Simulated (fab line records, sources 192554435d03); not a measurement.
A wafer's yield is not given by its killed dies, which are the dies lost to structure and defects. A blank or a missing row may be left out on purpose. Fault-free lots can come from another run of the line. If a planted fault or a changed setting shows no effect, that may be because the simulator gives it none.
fab line records	flow n5_finfet
record lots=7	wafers=21	last_day=18
route steps=1938 shown BEOL_M2@894 BEOL_M4@1111 PASSIVATION@1936
lots that met no fault: taken from a fault-free run of the same line
start_h: hours from the record's first day to the start of the lot's first wafer shown	wait_h: hours from the lot's prior step to this one	" unchanged from the row above	L1.1+2: a row that stands for several wafers	- either no value or no given start	* or withheld: withheld	< > ~ a bound
route shown NAME@n: a module of which the file shows steps, and the number in the route of the first	usual: mean/standard deviation of fault-free wafers	same: alike in all rows	chamber/n: place in a boat	sites: per-site readings	_std_site: their standard deviation	_edge_site: mean of outer sites minus mean of inner sites	radius_mm: how far each site lies from the wafer's centre	mask NAME#n: copy n	behind: the last tool/chamber to shape the wafer	hold: why the lot was held/for how many hours/how that ended	device: whichever transistor did not switch (one of n, p or np)	end of line: tests of these same wafers at the route's end	step lacking rows: just its recipe	killed: dies lost to structure and defects at the first sort, not the wafer's yield	map: a wafer's dies, x killed, . not, _ none there
set.NAME: setting as actually run; set.NAME@STEP: the setting as run at that earlier step	model.NAME: the simulator's own value behind a step, which no gauge read
lots seen at some steps along the route; tables by step, rows by wafer
services: the hour from which a tool's chamber was out of use, counted from the record's first day as start_h (under 0 if before that day), plus the number of hours and why
## steps
# step N5_BEOL_M2_HM_STRIP_39
# recipe chemistry=peroxide_tin_strip	material=TiN	target_depth_a=250	temp_c=50	time_s=158
# step N5_BEOL_M2_SRD_40
# recipe time_s=30	temp_c=23	rinse_liquid=diw	dry=ipa_marangoni
# step N5_BEOL_M2_PRECLEAN_42
# recipe chemistry=residue_remover	time_s=60	temp_c=40
# step N5_BEOL_M2_SRD_43
# recipe time_s=30	temp_c=23	rinse_liquid=diw	dry=ipa_marangoni
# step N5_BEOL_M2_CD_MEAS_35
# recipe target_cd_nm=18	target_cd_y_nm=22.2	polarity=opening
# usual cd_nm=17.9/0.43
lot.wafer	tool	chamber	start_h	wait_h	cd_nm
L196.4	cd_sem-02	-	190.52	0.0	18.5
L196.5	"	-	"	"	17.6
L196.6	"	-	"	"	17.5
L203.1	cd_sem-02	-	237.75	0.0	17.4
L203.2	"	-	"	"	17.4
L203.6	"	-	"	"	17.6
L206.2	cd_sem-01	-	243.53	0.0	17.6
L206.3	"	-	"	"	18.2
L206.5	"	-	"	"	17.7
L205.1	cd_sem-01	-	252.54	0.0	17.5
L205.3	"	-	"	"	17.8
L205.6	"	-	"	"	18.7
L208.1	cd_sem-01	-	258.60	0.0	18.2
L208.4	"	-	"	"	17.9
L208.5	"	-	"	"	18.5
L210.3	cd_sem-03	-	276.70	0.0	18.1
L210.4	"	-	"	"	18.0
L210.6	"	-	"	"	18.0
L211.3	cd_sem-01	-	281.51	0.0	17.7
L211.5	"	-	"	"	17.9
L211.6	"	-	"	"	17.7
# step N5_BEOL_M2_DEGAS_44
# recipe ambient=vacuum	temp_c=250	time_s=60
# usual heater_power_w=330/33
lot.wafer	tool	chamber	start_h	wait_h	heater_power_w
L196.4	pvd_sputter-02	-	190.75	0.2	319
L196.5	"	-	"	"	323
L196.6	"	-	"	"	355
L203.1	pvd_sputter-03	-	237.96	0.2	310
L203.2	"	-	"	"	300
L203.6	"	-	"	"	314
L206.2	pvd_sputter-02	-	243.76	0.2	319
L206.3	"	-	"	"	320
L206.5	"	-	"	"	313
L205.1	pvd_sputter-02	-	252.94	0.4	285
L205.3	"	-	"	"	360
L205.6	"	-	"	"	317
L208.1	pvd_sputter-03	-	258.84	0.2	304
L208.4	"	-	"	"	356
L208.5	"	-	"	"	361
L210.3	pvd_sputter-02	-	276.98	0.3	313
L210.4	"	-	"	"	282
L210.6	"	-	"	"	360
L211.3	pvd_sputter-02	-	282.05	0.5	283
L211.5	"	-	"	"	315
L211.6	"	-	"	"	280
# step N5_BEOL_M2_PRE_CLEAN_45
# recipe gas=H2/He	time_s=30	temp_c=250
# step N5_BEOL_M2_ALD_84
# recipe material=TaN	target_thk_a=*	temp_c=275	ald_precursor_family=PDMAT	ald_co_reactant=NH3	pressure_torr=3	carrier_flow_sccm=1500	pulse_time_s=2	purge_time_s=3	co_reactant_purge_time_s=2	co_reactant_pulse_time_s=3	ald_cycles=30	precursor_vessel_temp_c=75	precursor_vessel_pressure_torr=26.25	precursor_vessel_carrier_sccm=1000
# usual heater_power_w=405/37	precursor_vessel_temp_c=74.99/0.13
# same pulse_time_s=2
lot.wafer	tool	chamber	start_h	wait_h	heater_power_w	precursor_vessel_temp_c
L196.4	ald_metal-03	2	190.86	0.1	398	74.87
L196.5	"	0	"	"	431	74.80
L196.6	"	1	"	"	352	75.13
L203.1	ald_metal-03	2	238.08	0.1	376	75.02
L203.2	"	0	"	"	433	74.66
L203.6	"	2	"	"	391	75.02
L206.2	ald_metal-03	1	243.86	0.0	360	75.08
L206.3	"	2	"	"	396	75.08
L206.5	"	0	"	"	415	74.79
L205.1	ald_metal-02	1	253.04	0.0	358	74.92
L205.3	"	2	"	"	374	75.09
L205.6	"	3	"	"	448	75.23
L208.1	ald_metal-03	3	258.94	0.0	366	74.94
L208.4	"	2	"	"	391	74.94
L208.5	"	1	"	"	344	74.89
L210.3	ald_metal-03	3	277.08	0.0	355	74.76
L210.4	"	2	"	"	389	75.08
L210.6	"	2	"	"	395	75.30
L211.3	ald_metal-03	1	282.38	0.3	347	74.85
L211.5	"	2	"	"	390	74.73
L211.6	"	1	"	"	353	74.90
# step N5_BEOL_M2_SURFACE_TREAT_85
# recipe gas=Ar	time_s=*	ion_energy_ev=*	ion_current_ma_cm2=0.5	pressure_mtorr=*	ar_flow_sccm=30
# usual throttle_valve_pct=*
lot.wafer	tool	chamber	start_h	wait_h	throttle_valve_pct
L196.4	pvd_sputter-02	-	191.40	0.4	*
L196.5	"	-	"	"	*
L196.6	"	-	"	"	*
L203.1	pvd_sputter-02	-	238.31	0.1	*
L203.2	"	-	"	"	*
L203.6	"	-	"	"	*
L206.2	pvd_sputter-03	-	244.10	0.1	*
L206.3	"	-	"	"	*
L206.5	"	-	"	"	*
L205.1	pvd_sputter-03	-	253.30	0.2	*
L205.3	"	-	"	"	*
L205.6	"	-	"	"	*
L208.1	pvd_sputter-03	-	259.26	0.2	*
L208.4	"	-	"	"	*
L208.5	"	-	"	"	*
L210.3	pvd_sputter-01	-	277.31	0.1	*
L210.4	"	-	"	"	*
L210.6	"	-	"	"	*
L211.3	pvd_sputter-01	-	283.87	1.4	*
L211.5	"	-	"	"	*
L211.6	"	-	"	"	*
# step N5_BEOL_M2_CVD_47
# recipe material=Co	target_thk_a=30	temp_c=withheld	precursor=CCTBA/H2	pressure_torr=30	time_s=223.8
# step N5_BEOL_M2_SPUTTER_48
# recipe material=Cu	target_thk_a=45	temp_c=-20	chamber_pressure_pa=0.07	power_w=withheld	time_s=8.29
# usual chamber_pressure_pa=0.06999/0.00015	chuck_gas_flow_sccm=1.26/0.048	throttle_valve_pct=30.0/0.82
lot.wafer	tool	chamber	start_h	wait_h	chamber_pressure_pa	chuck_gas_flow_sccm	throttle_valve_pct
L196.4	pvd_sputter-03	-	193.07	1.2	0.06976	1.27	29.8
L196.5	"	-	"	"	0.07	1.32	30.1
L196.6	"	-	"	"	0.07006	1.24	30.6
L203.1	pvd_sputter-01	-	238.60	0.2	0.06993	1.28	29.8
L203.2	"	-	"	"	0.07001	1.33	30.5
L203.6	"	-	"	"	0.07009	1.27	29.8
L206.2	pvd_sputter-03	-	244.32	0.1	0.07022	1.21	30.6
L206.3	"	-	"	"	0.06982	1.27	30.0
L206.5	"	-	"	"	0.06992	1.25	30.0
L205.1	pvd_sputter-03	-	253.54	0.1	0.06998	1.24	29.8
L205.3	"	-	"	"	0.07013	1.28	30.4
L205.6	"	-	"	"	0.06991	1.21	30.1
L208.1	pvd_sputter-01	-	259.55	0.1	0.07002	1.29	31.1
L208.4	"	-	"	"	0.07013	1.17	30.4
L208.5	"	-	"	"	0.06994	1.28	30.2
L210.3	pvd_sputter-01	-	277.68	0.2	0.06977	1.30	29.9
L210.4	"	-	"	"	0.06992	1.22	31.4
L210.6	"	-	"	"	0.0697	1.20	31.3
L211.3	pvd_sputter-02	-	284.29	0.1	0.07002	1.23	28.6
L211.5	"	-	"	"	0.06992	1.24	31.4
L211.6	"	-	"	"	0.07006	1.27	29.8
# step N5_BEOL_M2_ANNEAL_49
# recipe temp_c=400	time_s=240	ambient=vacuum
# usual heater_power_w=820/86
lot.wafer	tool	chamber	start_h	wait_h	heater_power_w
L196.4	pvd_sputter-03	-	193.15	0.0	779
L196.5	"	-	"	"	881
L196.6	"	-	"	"	786
L203.1	pvd_sputter-01	-	238.68	0.0	1030
L203.2	"	-	"	"	757
L203.6	"	-	"	"	1016
L206.2	pvd_sputter-03	-	244.40	0.0	798
L206.3	"	-	"	"	890
L206.5	"	-	"	"	855
L205.1	pvd_sputter-03	-	253.62	0.0	765
L205.3	"	-	"	"	885
L205.6	"	-	"	"	880
L208.1	pvd_sputter-01	-	259.63	0.0	736
L208.4	"	-	"	"	772
L208.5	"	-	"	"	774
L210.3	pvd_sputter-01	-	277.76	0.0	1003
L210.4	"	-	"	"	761
L210.6	"	-	"	"	738
L211.3	pvd_sputter-02	-	284.37	0.0	712
L211.5	"	-	"	"	796
L211.6	"	-	"	"	907
# step N5_BEOL_M2_SPUTTER_79
# recipe material=Cu	target_thk_a=45	temp_c=-20	chamber_pressure_pa=0.07	power_w=withheld	time_s=8.29
# usual chamber_pressure_pa=0.07/0.00013	chuck_gas_flow_sccm=1.27/0.053	throttle_valve_pct=30.0/0.83
lot.wafer	tool	chamber	start_h	wait_h	chamber_pressure_pa	chuck_gas_flow_sccm	throttle_valve_pct
L196.4	pvd_sputter-03	-	193.29	0.1	0.07002	1.26	29.9
L196.5	"	-	"	"	0.07004	1.21	30.2
L196.6	"	-	"	"	0.06988	1.25	30.5
L203.1	pvd_sputter-01	-	238.82	0.1	-	-	-
L203.2	"	-	"	"	-	-	-
L203.6	"	-	"	"	-	-	-
L206.2	pvd_sputter-03	-	244.54	0.1	-	-	-
L206.3	"	-	"	"	-	-	-
L206.5	"	-	"	"	-	-	-
L205.1	pvd_sputter-03	-	253.76	0.1	-	-	-
L205.3	"	-	"	"	-	-	-
L205.6	"	-	"	"	-	-	-
L208.1	pvd_sputter-01	-	259.77	0.1	0.06999	1.36	31.3
L208.4	"	-	"	"	0.06979	1.35	30.5
L208.5	"	-	"	"	0.06982	1.26	30.4
L210.3	pvd_sputter-01	-	277.90	0.1	0.07003	1.37	30.0
L210.4	"	-	"	"	0.07004	1.28	31.2
L210.6	"	-	"	"	0.07017	1.28	31.2
L211.3	pvd_sputter-02	-	284.51	0.1	0.06999	1.20	28.4
L211.5	"	-	"	"	0.06999	1.18	31.4
L211.6	"	-	"	"	0.07034	1.36	29.7
# step N5_BEOL_M2_ANNEAL_80
# recipe temp_c=400	time_s=240	ambient=vacuum
# step N5_BEOL_M4_RC_MEAS_101
# usual DIBL_N=37.1/2.4	DIBL_P=37/3	IOFF_N=0.18/0.053	IOFF_P=0.21/0.05	ION_N=674/14	ION_P=459/9.2	SS_N=72.1/0.9	SS_P=73.4/0.89	VT_N=250/3.8	VT_P=-251/3.7
lot.wafer	tool	chamber	start_h	wait_h	DIBL_N[mV/V]	DIBL_P[mV/V]	IOFF_N[nA/um]	IOFF_P[nA/um]	ION_N[uA/um]	ION_P[uA/um]	SS_N[mV/dec]	SS_P[mV/dec]	VT_N[mV]	VT_P[mV]
L196.4	prober-01	0	232.50	0.5	36.2	34	0.15	0.18	667	454	70.7	72.9	251	-254
L196.5	"	0	"	"	37.8	37	0.18	0.21	664	454	71.8	73.5	250	-253
L196.6	"	0	"	"	35.5	33	0.13	0.17	658	449	71.1	72.3	253	-253
L203.1	prober-01	0	276.96	0.0	36.5	37	0.18	0.23	691	472	71.4	73.7	243	-249
L203.2	"	0	"	"	37.2	38	0.19	0.23	677	460	71.7	74.1	245	-249
L203.6	"	0	"	"	36.2	36	0.16	0.22	686	469	71.5	73.2	249	-250
L206.2	prober-01	0	280.71	0.2	43.0	45	0.32	0.38	703	473	73.5	75.2	244	-241
L206.3	"	0	"	"	36.5	37	0.17	0.24	678	472	71.8	73.4	247	-246
L206.5	"	0	"	"	40.2	42	0.27	0.33	698	474	72.7	74.8	241	-244
L205.1	prober-02	0	282.45	0.0	36.1	37	0.17	0.24	683	474	71.3	73.0	246	-247
L205.3	"	0	"	"	35.6	33	0.14	0.18	670	452	71.2	72.0	253	-251
L205.6	"	0	"	"	36.8	37	0.18	0.24	683	471	72.2	73.0	248	-247
L208.1	prober-02	0	288.09	0.0	35.7	35	0.16	0.18	667	453	72.1	73.4	251	-255
L208.4	"	0	"	"	39.9	40	0.25	0.26	691	464	72.7	74.3	244	-248
L208.5	"	0	"	"	35.7	35	0.15	0.18	661	449	71.8	73.0	254	-254
L210.3	prober-01	0	309.93	0.3	38.0	39	0.20	0.21	685	458	72.1	73.7	248	-254
L210.4	"	0	"	"	35.8	35	0.15	0.16	662	443	71.5	73.2	253	-257
L210.6	"	0	"	"	36.7	36	0.16	0.17	667	448	71.7	73.5	247	-257
L211.3	prober-01	0	312.76	0.3	37.9	37	0.19	0.20	679	455	72.6	72.7	249	-251
L211.5	"	0	"	"	39.7	39	0.22	0.23	686	462	73.2	72.7	248	-248
L211.6	"	0	"	"	40.3	40	0.21	0.24	682	449	72.5	74.8	248	-252
# step N5_PASSIVATION_PROBE_49
# usual defect_limited_yield=91.6/1.4	killed_at_M0_to_M3=32/9.5	killed_at_M4_up=13/6	killed_at_contacts=12/5.6	killed_at_front_end=39/11	killed_at_other=2.8/2.3	killed_dies=99/16	killed_open=65/12	killed_short=32/7.6	sort_bin_4_leakage=0.1/0.88	sort_bin_5_function=4.8/0.88	sort_bin_6_memory=3.2/0.65	sort_n_pass=1077/29	sort_yield_pct=91.2/2.5
# same gross_dies=1180	killed_at_back_side=0	sort_bin_8_speed[%]=0
lot.wafer	tool	chamber	start_h	wait_h	defect_limited_yield[%]	killed_at_M0_to_M3	killed_at_M4_up	killed_at_contacts	killed_at_front_end	killed_at_other	killed_dies	killed_open	killed_short	sort_bin_4_leakage[%]	sort_bin_5_function[%]	sort_bin_6_memory[%]	sort_n_pass	sort_yield_pct[%]
L208.1	prober-01	-	394.93	0.0	91.9	19	11	9	56	1	96	64	28	0	5.1	2.6	1084	91.9
L208.4	prober-01	-	395.08	0.2	91.0	26	14	9	55	2	106	67	39	0	4.8	3.7	1074	91.0
L208.5	prober-01	-	395.13	0.2	90.7	46	10	5	44	5	110	73	37	0	5.0	4.0	1070	90.7
L206.2	prober-02	-	395.56	0.1	91.6	53	9	8	27	2	99	55	36	0.8	4.9	3.1	1071	90.8
L206.3	prober-02	-	395.61	0.1	88.8	55	20	15	42	0	132	83	38	0	6.4	4.1	1048	88.8
L206.5	prober-02	-	395.71	0.2	89.9	51	11	9	42	6	119	70	35	0.1	5.2	3.4	1060	89.8
L205.1	prober-02	-	397.30	0.6	92.0	44	2	12	35	1	94	52	30	0	4.6	3.2	1086	92.0
L205.3	prober-02	-	397.40	0.7	90.8	47	12	13	37	0	109	69	30	0	4.7	3.8	1071	90.8
L205.6	prober-02	-	397.55	0.9	91.5	33	11	8	47	1	100	52	35	0	4.9	2.4	1080	91.5
L203.1	prober-02	-	398.53	0.0	92.0	43	4	6	41	0	94	47	30	0	3.8	3.0	1086	92.0
L203.2	prober-02	-	398.58	0.1	92.1	40	4	16	33	0	93	59	32	0	4.6	3.0	1087	92.1
L203.6	prober-02	-	398.78	0.3	93.1	53	5	3	19	1	81	47	24	0	3.7	2.6	1099	93.1
L210.3	prober-01	-	419.04	0.1	92.9	20	21	11	31	1	84	42	40	0	4.4	2.5	1096	92.9
L210.4	prober-01	-	419.09	0.2	93.4	32	15	13	17	1	78	53	21	0	3.5	2.8	1102	93.4
L210.6	prober-01	-	419.19	0.3	90.8	28	32	20	25	4	109	73	35	0	5.5	3.5	1071	90.8
L211.3	prober-02	-	423.03	0.1	89.9	37	9	15	52	6	119	68	49	0	5.3	4.2	1061	89.9
L211.5	prober-02	-	423.13	0.2	91.4	37	11	2	42	9	101	61	35	0	4.7	3.1	1079	91.4
L211.6	prober-02	-	423.18	0.3	91.9	28	11	10	39	8	96	64	32	0	5.1	2.6	1084	91.9
# killed by level:class
L208.1 FIN_SAQP:geometric_particle:open=15 STI_FIN_REVEAL:geometric_particle:open=7 BEOL_M1:geometric_particle:open=7 MOL_CONTACT_COAG:geometric_particle:open=7 FIN_SAQP:geometric_particle:short=6 STARTING-WAFER:geometric_particle:short=6 BEOL_M3:geometric_particle:open=5 GATE_CUT:geometric_particle:short=4
L208.4 STI_FIN_REVEAL:geometric_particle:open=14 FIN_SAQP:geometric_particle:open=8 DUMMY_GATE:geometric_particle:open=8 FIN_SAQP:geometric_particle:short=7 MOL_CONTACT_COAG:geometric_particle:open=7 BEOL_M1:geometric_particle:short=6 GATE_CUT:geometric_particle:short=6 BEOL_M1:geometric_particle:open=5
L208.5 BEOL_M1:geometric_particle:open=14 FIN_SAQP:geometric_particle:open=12 BEOL_M3:geometric_particle:open=9 DUMMY_GATE:geometric_particle:open=8 BEOL_M2:geometric_particle:open=6 STI_FIN_REVEAL:geometric_particle:open=5 GATE_CUT:geometric_particle:short=5 BEOL_M0_SAQP:geometric_particle:short=5
L206.2 BEOL_M0_SAQP:geometric_particle:open=11 BEOL_M0_SAQP:geometric_particle:short=8 DUMMY_GATE:geometric_particle:open=7 BEOL_M0:geometric_particle:open=7 BEOL_M1:geometric_particle:short=7 BEOL_M2:geometric_particle:open=7 BEOL_M2:interface_void_opened=6 DUMMY_GATE:geometric_particle:short=4
L206.3 BEOL_M0_SAQP:geometric_particle:open=27 BEOL_M0_SAQP:geometric_particle:short=14 BEOL_M4:geometric_particle:open=10 MOL_CONTACT_COAG:geometric_particle:open=8 STI_FIN_REVEAL:geometric_particle:open=7 MOL_CONTACT_COAG:geometric_particle:short=7 FIN_SAQP:geometric_particle:open=6 FIN_SAQP:geometric_particle:short=6
L206.5 BEOL_M2:geometric_particle:open=14 BEOL_M0_SAQP:geometric_particle:short=12 DUMMY_GATE:geometric_particle:open=9 BEOL_M0_SAQP:geometric_particle:open=9 HKMG_FIN:area_etch=9 MOL_CONTACT_COAG:geometric_particle:open=7 BEOL_M1:geometric_particle:open=5 BEOL_M4:geometric_particle:open=5
L205.1 BEOL_M2:geometric_particle:open=10 BEOL_M2:interface_void_opened=9 MOL_CONTACT_COAG:geometric_particle:open=8 FIN_SAQP:geometric_particle:short=7 BEOL_M0_SAQP:geometric_particle:open=7 BEOL_M1:geometric_particle:open=7 GATE_CUT:geometric_particle:short=6 DUMMY_GATE:geometric_particle:open=5
L205.3 BEOL_M0_SAQP:geometric_particle:open=13 MOL_CONTACT_COAG:geometric_particle:open=11 BEOL_M2:geometric_particle:open=9 FIN_SAQP:geometric_particle:short=7 BEOL_M0_SAQP:geometric_particle:short=7 BEOL_M1:geometric_particle:open=7 FIN_SAQP:geometric_particle:open=5 STI_FIN_REVEAL:geometric_particle:open=5
L205.6 FIN_SAQP:geometric_particle:open=12 BEOL_M2:geometric_particle:open=10 FIN_SAQP:geometric_particle:short=8 BEOL_M0_SAQP:geometric_particle:short=7 HKMG_FIN:area_etch=7 STI_FIN_REVEAL:geometric_particle:open=6 MOL_CONTACT_COAG:geometric_particle:open=5 BEOL_M0_SAQP:geometric_particle:open=4
L203.1 BEOL_M2:interface_void_opened=10 STI_FIN_REVEAL:geometric_particle:open=9 BEOL_M3:geometric_particle:open=8 BEOL_M0_SAQP:geometric_particle:open=7 BEOL_M2:geometric_particle:open=7 HKMG_FIN:area_etch=7 FIN_SAQP:geometric_particle:short=6 BEOL_M0_SAQP:geometric_particle:short=6
L203.2 MOL_CONTACT_COAG:geometric_particle:open=15 BEOL_M0_SAQP:geometric_particle:short=10 FIN_SAQP:geometric_particle:short=8 BEOL_M0_SAQP:geometric_particle:open=7 BEOL_M1:geometric_particle:open=7 STI_FIN_REVEAL:geometric_particle:open=6 FIN_SAQP:geometric_particle:open=5 BEOL_M3:geometric_particle:open=4
L203.6 BEOL_M0_SAQP:geometric_particle:short=11 BEOL_M3:geometric_particle:open=10 BEOL_M1:geometric_particle:open=9 BEOL_M2:geometric_particle:open=8 BEOL_M2:interface_void_opened=6 STARTING-WAFER:geometric_particle:short=4 HKMG_FIN:area_etch=4 STI_FIN_REVEAL:geometric_particle:open=3
L210.3 FIN_SAQP:geometric_particle:short=10 MOL_CONTACT_COAG:geometric_particle:open=8 FIN_SAQP:geometric_particle:open=7 BEOL_M0_SAQP:geometric_particle:short=7 BEOL_M4:geometric_particle:open=6 BEOL_M5:geometric_particle:short=5 BEOL_M1:geometric_particle:open=4 GATE_CUT:geometric_particle:short=4
L210.4 MOL_CONTACT_COAG:geometric_particle:open=11 BEOL_M4:geometric_particle:open=10 BEOL_M0_SAQP:geometric_particle:short=8 BEOL_M1:geometric_particle:open=6 BEOL_M0_SAQP:geometric_particle:open=5 BEOL_M3:geometric_particle:open=5 BEOL_M2:geometric_particle:open=4 FIN_SAQP:geometric_particle:open=3
L210.6 BEOL_M4:geometric_particle:open=17 MOL_CONTACT_COAG:geometric_particle:open=16 BEOL_M1:geometric_particle:open=8 DUMMY_GATE:geometric_particle:open=7 BEOL_M3:geometric_particle:open=6 BEOL_M3:geometric_particle:short=6 FIN_SAQP:geometric_particle:short=4 MOL_CONTACT_COAG:geometric_particle:short=4
L211.3 BEOL_M0_SAQP:geometric_particle:short=15 BEOL_M0_SAQP:geometric_particle:open=11 MOL_CONTACT_COAG:geometric_particle:open=10 FIN_SAQP:geometric_particle:open=9 STI_FIN_REVEAL:geometric_particle:open=9 FIN_SAQP:geometric_particle:short=8 BEOL_M2:geometric_particle:open=7 GATE_CUT:geometric_particle:short=6
L211.5 FIN_SAQP:geometric_particle:short=9 FIN_SAQP:geometric_particle:open=8 BEOL_M1:geometric_particle:open=8 STI_FIN_REVEAL:geometric_particle:open=6 BEOL_M0_SAQP:geometric_particle:open=5 BEOL_M0:geometric_particle:open=5 BEOL_M2:geometric_particle:open=5 BEOL_M4:geometric_particle:open=5
L211.6 MOL_CONTACT_COAG:geometric_particle:open=8 BEOL_M4:geometric_particle:open=8 STI_FIN_REVEAL:geometric_particle:open=7 BEOL_M0_SAQP:geometric_particle:short=7 FIN_SAQP:geometric_particle:short=6 BEOL_M3:geometric_particle:open=6 DUMMY_GATE:geometric_particle:open=4 BEOL_M0:geometric_particle:open=4
## services
tool	chamber	start_h	hours	kind
ald_metal-02	-	198.18	6.0	pm
ald_metal-02	-	205.63	1.7	repair
ald_metal-02	0	222.95	4.6	repair
## key
first_sign step=N5_BEOL_M2_SPUTTER_79	reading=tool_record	direction=missing
effect none on later readings
met_at N5_BEOL_M2_SPUTTER_79
struck_wafers L203.1,L203.2,L203.6,L205.1,L205.3,L205.6,L206.2,L206.3,L206.5
onset_between 193.29 238.82
fault kind=skipped_step_whole	tool=pvd_sputter-01,pvd_sputter-03	chamber=-	onset_h=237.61	steps=N5_BEOL_M2_SPUTTER_79	scope=struck_lots_only
